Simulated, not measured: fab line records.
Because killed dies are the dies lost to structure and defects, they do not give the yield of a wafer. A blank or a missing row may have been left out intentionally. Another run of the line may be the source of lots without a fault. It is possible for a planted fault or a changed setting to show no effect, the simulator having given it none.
fab line records ; flow nand_harc
record: lots: 12; wafers: 36; last_day: 33
route steps=1302 shown A_CONTACT@1041 END@1302
lots with no fault: from the same line, run without faults
start_h: hours from the record's opening day to when the first of the lot's shown wafers began ; wait_h: hours from the lot's prior step to this one ; " as in the row above ; L1.1+2: a row that stands for several wafers ; - no value, or no start given ; * or withheld: withheld ; < > ~ a bound
route shown NAME@n: names a module that has steps shown in the file, with the first one's number in the route ; usual: average and standard deviation across the fault-free wafers ; same: alike in all rows ; chamber/n: place in a boat ; sites: the reading at each site ; _std_site: the standard deviation of these ; _edge_site: inner sites' mean taken away from outer sites' mean ; radius_mm: for every site, how far away it sits from the centre of the wafer ; mask NAME#n: copy n ; behind: the last tool/chamber to shape the wafer ; hold: why the lot went on hold/how many hours it stayed there/how the hold came to an end ; device: which transistor (n, p or np) failed to switch ; end of line: the same wafers' tests at the end of the route ; where a step has no rows: the recipe by itself ; killed: count of dies lost to structure and defects at first sort (not the wafer's yield) ; map: shows each die of a wafer: x if killed, . if not, _ if none is there
set.NAME: the setting that was run; set.NAME@STEP: the one run at that earlier step ; model.NAME: the simulator's own value behind a step, which no gauge read
steps of the route over a sample of lots; a table a step, a row a wafer
services: when a tool's chamber went out of use (start_h, in hours from the record's first day, below 0 if earlier), for how many hours, and the reason
== steps ==
step: NHARC_A_CONTACT_INSPECT_71
usual: raw_defect_count: 83/42
lot.wafer;tool;chamber;start_h;wait_h;raw_defect_count
L709.3;defect_inspect-01;-;501.29;0.0;89
L709.4;defect_inspect-01;-;501.29;0.0;78
L709.6;defect_inspect-01;-;501.29;0.0;79
L710.1;defect_inspect-02;-;501.63;0.0;61
L710.2;defect_inspect-02;-;501.63;0.0;54
L710.4;defect_inspect-02;-;501.63;0.0;64
L713.1;defect_inspect-01;-;529.99;0.0;120
L713.4;defect_inspect-01;-;529.99;0.0;118
L713.6;defect_inspect-01;-;529.99;0.0;107
L712.1;defect_inspect-02;-;530.25;0.0;67
L712.5;defect_inspect-02;-;530.25;0.0;57
L712.6;defect_inspect-02;-;530.25;0.0;61
L715.3;defect_inspect-02;-;544.28;0.0;91
L715.5;defect_inspect-02;-;544.28;0.0;106
L715.6;defect_inspect-02;-;544.28;0.0;100
L716.4;defect_inspect-02;-;572.65;0.0;168
L716.5;defect_inspect-02;-;572.65;0.0;148
L716.6;defect_inspect-02;-;572.65;0.0;171
L718.2;defect_inspect-01;-;583.92;0.0;44
L718.4;defect_inspect-01;-;583.92;0.0;31
L718.6;defect_inspect-01;-;583.92;0.0;38
L721.1;defect_inspect-02;-;620.43;0.0;50
L721.2;defect_inspect-02;-;620.43;0.0;31
L721.6;defect_inspect-02;-;620.43;0.0;43
L726.2;defect_inspect-02;-;680.11;0.0;139
L726.4;defect_inspect-02;-;680.11;0.0;154
L726.6;defect_inspect-02;-;680.11;0.0;137
L727.2;defect_inspect-01;-;690.24;0.0;136
L727.3;defect_inspect-01;-;690.24;0.0;143
L727.5;defect_inspect-01;-;690.24;0.0;127
L730.3;defect_inspect-02;-;712.14;0.0;82
L730.5;defect_inspect-02;-;712.14;0.0;88
L730.6;defect_inspect-02;-;712.14;0.0;64
L731.4;defect_inspect-02;-;720.39;0.0;121
L731.5;defect_inspect-02;-;720.39;0.0;123
L731.6;defect_inspect-02;-;720.39;0.0;118
step: NHARC_A_CONTACT_ETCH_78
recipe: target_depth_a: 53000; over_etch_frac: 0.3; time_s: 1378; ion_energy_ev: 150; o2_flow_sccm: 400; cos_flow_sccm: 20; ar_flow_sccm: 0; rf_w: 500; bias_w: 300; chemistry: O2/COS
usual: drypump_motor_current_A: 5.6/0.34; oes_product_au: 1.003/0.0096; rf_vpp_V: 315.3/1.8; showerhead_plenum_p_Torr: 3.20/0.12; throttle_valve_pct: 28.330/0.0087
lot.wafer;tool;chamber;start_h;wait_h;drypump_motor_current_A;oes_product_au;rf_hours_counter_h;rf_vpp_V;showerhead_plenum_p_Torr;throttle_valve_pct
L709.4;rie_diel-12;1;-;-;6.1;1.009;10;314.1;3.16;28.332
L709.3;rie_diel-12;2;-;-;5.8;1.002;9;313.9;3.29;28.330
L709.6;rie_diel-12;0;-;-;5.6;0.983;-;317.9;3.37;28.320
L710.4;rie_diel-03;1;-;-;6.1;1.000;13;314.0;3.07;28.335
L710.1;rie_diel-03;3;-;-;5.6;1.019;11;317.2;3.34;28.313
L710.2;rie_diel-03;0;-;-;5.3;1.030;11;313.2;3.03;28.330
L713.1;rie_diel-12;0;-;-;5.6;0.995;15;316.7;3.37;28.329
L713.4;rie_diel-12;2;-;-;5.8;1.005;13;316.4;3.29;28.320
L713.6;rie_diel-12;3;-;-;5.4;0.997;-;315.8;3.26;28.340
L712.1;rie_diel-03;0;-;-;5.3;1.014;16;311.8;3.02;28.341
L712.5;rie_diel-03;2;-;-;4.8;0.983;-;313.2;3.04;28.333
L712.6;rie_diel-03;3;-;-;5.7;1.002;-;317.4;3.33;28.335
L715.3;rie_diel-12;0;-;-;5.6;1.005;18;317.1;3.36;28.332
L715.5;rie_diel-12;0;-;-;5.6;1.000;-;317.2;3.36;28.345
L715.6;rie_diel-12;1;-;-;6.0;1.011;-;315.3;3.16;28.331
L716.4;rie_diel-12;3;-;-;5.4;1.019;20;315.7;3.26;28.333
L716.5;rie_diel-12;1;-;-;6.0;1.003;-;315.9;3.16;28.321
L716.6;rie_diel-12;2;-;-;5.8;1.002;-;316.8;3.29;28.324
L718.4;rie_diel-08;1;-;-;5.6;1.007;10;316.4;3.29;28.325
L718.2;rie_diel-08;3;-;-;5.0;0.996;11;316.2;3.15;28.326
L718.6;rie_diel-08;2;-;-;5.7;1.002;-;311.4;2.95;28.315
L721.1;rie_diel-12;2;-;-;5.8;1.004;27;316.2;3.28;28.327
L721.2;rie_diel-12;3;-;-;5.4;0.997;27;314.7;3.26;28.331
L721.6;rie_diel-12;3;-;-;5.4;0.995;-;315.8;3.26;28.317
L726.2;rie_diel-08;3;-;-;5.0;1.007;41;315.4;3.13;28.324
L726.4;rie_diel-08;0;-;-;5.6;1.011;38;313.3;3.13;28.335
L726.6;rie_diel-08;0;-;-;5.6;1.006;-;314.7;3.13;28.316
L727.2;rie_diel-12;0;-;-;5.6;1.001;5;317.7;3.35;28.325
L727.3;rie_diel-12;3;-;-;5.4;0.997;11;317.5;3.25;28.325
L727.5;rie_diel-12;1;-;-;6.0;1.005;-;315.3;3.15;28.333
L730.3;rie_diel-12;2;-;-;5.8;1.020;15;316.2;3.28;28.327
L730.5;rie_diel-12;1;-;-;6.0;1.005;-;314.2;3.14;28.312
L730.6;rie_diel-12;2;-;-;5.9;1.016;-;316.4;3.28;28.330
L731.4;rie_diel-08;3;-;-;5.0;1.006;57;314.2;3.13;28.319
L731.6;rie_diel-08;3;-;-;5.0;0.989;-;314.3;3.13;28.330
L731.5;rie_diel-08;0;-;-;5.6;1.007;-;314.7;3.12;28.340
step: NHARC_A_CONTACT_ETCH_125
recipe: source_w: withheld; pressure_mtorr: 20; bias_v: 3000; time_s: 197; target_depth_a: 19180; ar_flow_sccm: withheld; c4f8_flow_sccm: withheld; o2_flow_sccm: withheld; chemistry: C4F8/O2/Ar
lot.wafer;tool;chamber;start_h;wait_h;rf_hours_counter_h
L709.4;har_cap_etch-02;1;503.16;0.2;-
L709.3;har_cap_etch-02;0;503.16;0.2;-
L709.6;har_cap_etch-02;1;503.16;0.2;-
L710.2;har_cap_etch-03;0;503.70;0.2;44
L710.1;har_cap_etch-03;1;503.70;0.2;44
L710.4;har_cap_etch-03;1;503.70;0.2;-
L713.1;har_cap_etch-02;0;531.80;0.2;97
L713.4;har_cap_etch-02;1;531.80;0.2;-
L713.6;har_cap_etch-02;1;531.80;0.2;-
L712.1;har_cap_etch-03;0;532.04;0.2;50
L712.6;har_cap_etch-03;0;532.04;0.2;-
L712.5;har_cap_etch-03;1;532.04;0.2;-
L715.3;har_cap_etch-02;0;546.14;0.2;-
L715.5;har_cap_etch-02;0;546.14;0.2;-
L715.6;har_cap_etch-02;1;546.14;0.2;-
L716.4;har_cap_etch-01;1;574.54;0.2;-
L716.5;har_cap_etch-01;0;574.54;0.2;-
L716.6;har_cap_etch-01;1;574.54;0.2;-
L718.2;har_cap_etch-02;1;585.73;0.2;106
L718.4;har_cap_etch-02;0;585.73;0.2;-
L718.6;har_cap_etch-02;0;585.73;0.2;-
L721.2;har_cap_etch-03;0;622.23;0.2;66
L721.1;har_cap_etch-03;1;622.23;0.2;66
L721.6;har_cap_etch-03;1;622.23;0.2;-
L726.2;har_cap_etch-02;0;681.91;0.2;123
L726.4;har_cap_etch-02;1;681.91;0.2;-
L726.6;har_cap_etch-02;1;681.91;0.2;-
L727.2;har_cap_etch-02;0;692.27;0.2;127
L727.3;har_cap_etch-02;1;692.27;0.2;-
L727.5;har_cap_etch-02;0;692.27;0.2;-
L730.3;har_cap_etch-03;1;714.00;0.2;-
L730.5;har_cap_etch-03;1;714.00;0.2;-
L730.6;har_cap_etch-03;0;714.00;0.2;-
L731.4;har_cap_etch-01;1;722.34;0.2;-
L731.5;har_cap_etch-01;0;722.34;0.2;-
L731.6;har_cap_etch-01;1;722.34;0.2;-
step: NHARC_A_CONTACT_ETCH_106
recipe: target_depth_a: 900; overetch_a: 90; time_s: 49.5; ion_energy_ev: 100; cf4_flow_sccm: 80; o2_flow_sccm: 20; ar_flow_sccm: 0; rf_w: 300; bias_w: 100; chemistry: CF4/O2
usual: drypump_motor_current_A: 5.6/0.36; oes_product_au: 1.003/0.0096; rf_vpp_V: 198.3/1.5; showerhead_plenum_p_Torr: 1.36/0.055; throttle_valve_pct: 13.397/0.0087
lot.wafer;tool;chamber;start_h;wait_h;drypump_motor_current_A;oes_product_au;rf_hours_counter_h;rf_vpp_V;showerhead_plenum_p_Torr;throttle_valve_pct
L709.4;rie_diel-12;3;505.89;0.1;5.4;0.992;9;198.4;1.40;13.391
L709.3;rie_diel-12;1;505.89;0.1;6.0;1.011;11;197.1;1.35;13.394
L709.6;rie_diel-12;2;505.89;0.1;5.8;1.007;-;199.2;1.41;13.388
L710.1;rie_diel-12;0;506.46;0.1;5.6;0.994;11;201.4;1.44;13.405
L710.2;rie_diel-12;1;506.46;0.1;6.0;1.021;11;198.3;1.35;13.403
L710.4;rie_diel-12;2;506.46;0.1;5.7;1.007;10;199.8;1.41;13.407
L713.4;rie_diel-12;2;534.54;0.1;5.8;1.012;13;197.9;1.41;13.390
L713.1;rie_diel-12;3;534.54;0.1;5.4;1.000;13;198.6;1.40;13.382
L713.6;rie_diel-12;2;534.54;0.1;5.7;1.003;-;200.1;1.41;13.395
L712.1;rie_diel-08;2;534.77;0.1;5.7;0.997;52;196.3;1.26;13.379
L712.5;rie_diel-08;3;534.77;0.1;5.0;1.002;-;197.1;1.35;13.406
L712.6;rie_diel-08;0;534.77;0.1;5.6;1.006;-;200.0;1.35;13.407
L715.3;rie_diel-12;1;548.79;0.1;6.0;1.012;18;198.1;1.35;13.411
L715.5;rie_diel-12;3;548.79;0.1;5.4;1.000;-;197.5;1.40;13.390
L715.6;rie_diel-12;0;548.79;0.1;5.6;0.993;-;197.9;1.44;13.391
L716.4;rie_diel-03;3;577.18;0.1;5.7;1.011;37;200.1;1.42;13.405
L716.5;rie_diel-03;0;577.18;0.1;5.3;1.022;-;196.6;1.29;13.396
L716.6;rie_diel-03;1;577.18;0.1;6.1;0.995;-;197.0;1.30;13.393
L718.4;rie_diel-08;1;588.43;0.1;5.6;0.998;11;199.7;1.41;13.408
L718.2;rie_diel-08;0;588.43;0.1;5.6;1.002;10;196.7;1.35;13.401
L718.6;rie_diel-08;2;588.43;0.1;5.7;1.004;-;196.0;1.26;13.420
L721.1;rie_diel-03;2;625.25;0.1;4.8;1.007;58;196.7;1.29;13.401
L721.2;rie_diel-03;3;625.25;0.1;5.6;1.006;56;198.0;1.42;13.393
L721.6;rie_diel-03;2;625.25;0.1;4.8;1.001;-;197.5;1.29;13.402
L726.2;rie_diel-12;1;684.71;0.1;6.0;0.999;8;197.4;1.35;13.392
L726.4;rie_diel-12;2;684.71;0.1;5.8;1.016;-;200.1;1.41;13.400
L726.6;rie_diel-12;3;684.71;0.1;5.4;0.999;-;200.1;1.39;13.406
L727.2;rie_diel-12;0;695.30;0.1;5.5;0.937;6;199.2;1.44;13.400
L727.3;rie_diel-12;2;695.30;0.1;5.7;1.003;10;200.3;1.40;13.403
L727.5;rie_diel-12;0;695.30;0.1;5.5;0.932;-;199.1;1.44;13.391
L730.3;rie_diel-03;3;716.67;0.1;5.6;1.004;25;199.2;1.41;13.389
L730.5;rie_diel-03;0;716.67;0.1;5.3;1.017;-;195.5;1.28;13.405
L730.6;rie_diel-03;1;716.67;0.1;6.1;1.008;-;195.8;1.29;13.405
L731.4;rie_diel-03;2;724.97;0.1;4.8;1.024;29;195.6;1.28;13.407
L731.5;rie_diel-03;2;724.97;0.1;4.8;1.024;-;196.3;1.28;13.404
L731.6;rie_diel-03;3;724.97;0.1;5.6;1.010;-;199.1;1.41;13.384
step: NHARC_END_SORT_01
recipe: temp_c: 25
usual: killed_at_array: 49/18; killed_at_other: 0.7/1.1; killed_at_periphery: 4.0/2.6; killed_dies: 54/19; killed_open: 3.4/1.7; killed_short: 2.5/1.7
same: gross_dies: 677
lot.wafer;tool;chamber;start_h;wait_h;killed_at_array;killed_at_other;killed_at_periphery;killed_dies;killed_open;killed_short
L727.2;prober-01;0;752.71;2.8;574;0;2;576;2;1
L727.3;prober-01;0;753.53;3.1;76;0;7;83;2;1
L727.5;prober-01;0;755.16;3.8;562;0;4;566;4;0
killed by level:class
L727.2 A_CONTACT:area_etch=511 A_CHANNEL_HOLE_D2:chamber_film_flake=22 A_SLIT:chamber_film_flake=16 A_CHANNEL_HOLE_D1:chamber_film_flake=12 A_CONTACT:chamber_film_flake=6 A_BLC:chamber_film_flake=3 P_M0:geometric_particle:open=1 A_CHANNEL_FILL_D2:geometric_particle:open=1
L727.3 A_CHANNEL_HOLE_D1:chamber_film_flake=28 A_SLIT:chamber_film_flake=19 A_CHANNEL_HOLE_D2:chamber_film_flake=17 P_ZERO_WELL:chamber_film_flake=3 P_BONDPAD:chamber_film_flake=3 A_CONTACT:chamber_film_flake=3 A_ZERO_WELL:chamber_film_flake=2 A_WL_FILL:chamber_film_flake=2
L727.5 A_CONTACT:area_etch=484 A_CHANNEL_HOLE_D1:chamber_film_flake=33 A_SLIT:chamber_film_flake=18 A_CHANNEL_HOLE_D2:chamber_film_flake=11 A_CONTACT:chamber_film_flake=7 P_ZERO_WELL:chamber_film_flake=3 A_CHANNEL_FILL_D2:chamber_film_flake=2 A_BLC:chamber_film_flake=2
== services ==
tool;chamber;start_h;hours;kind
rie_diel-12;0;478.90;-;clean
rie_diel-12;1;478.90;-;clean
rie_diel-12;2;478.90;-;clean
rie_diel-12;3;478.90;-;clean
har_cap_etch-01;-;497.00;17.0;pm
rie_diel-12;0;503.40;-;clean
rie_diel-12;1;503.40;-;clean
rie_diel-12;2;503.40;-;clean
rie_diel-12;3;503.40;-;clean
rie_diel-12;0;527.90;-;clean
rie_diel-12;1;527.90;-;clean
rie_diel-08;1;542.38;3.7;repair
rie_diel-08;-;545.21;9.0;pm
har_cap_etch-03;-;564.55;2.6;repair
rie_diel-12;1;577.49;3.9;repair
rie_diel-12;3;581.30;1.6;repair
rie_diel-12;-;622.40;9.0;pm
rie_diel-03;-;635.56;9.0;pm
rie_diel-08;1;648.37;9.1;repair
rie_diel-08;-;650.22;0.5;repair
rie_diel-08;-;666.91;0.3;repair
rie_diel-12;0;673.93;16.8;repair
rie_diel-03;3;678.19;6.5;repair
rie_diel-08;-;722.21;9.0;pm
== key ==
first_sign: step: NHARC_A_CONTACT_ETCH_106; reading: oes_product_au; direction: down; sigmas: 7.2; usual: 1.003; struck: 0.934
effect: step: NHARC_END_SORT_01; reading: killed_at_array; direction: up; sigmas: 28; usual: 49; struck: 568
more_kills_born_at: NHARC_A_CONTACT_ETCH_106@rie_diel-12: 995
met_at NHARC_A_CONTACT_ETCH_106
struck_lots L727
struck_wafers L727.2,L727.5
later_rows_left_out L727.2,L727.5
tester_left_out L727
not_acting_at NHARC_A_CONTACT_INSPECT_71,NHARC_A_CONTACT_ETCH_78,NHARC_A_CONTACT_ETCH_125
onset_between 548.79 695.30
fault: kind: process_parameter_drift; tool: rie_diel-12; chamber: 0; onset_h: 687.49; steps: NHARC_A_CONTACT_ETCH_106; channel: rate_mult; offset: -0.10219; shape: step; end_h: 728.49
tester_left_out: of these lots the tester's yield and bins aren't shown, on N5 and GAA mostly nor the transistor test; their killed dies are dies lost to structure and defects alone, not to doping, threshold or leakage, so they don't give the yield
later_rows_left_out: the simulator's readings of these wafers behind a module that went badly wrong aren't trusted and aren't shown, but for the sort
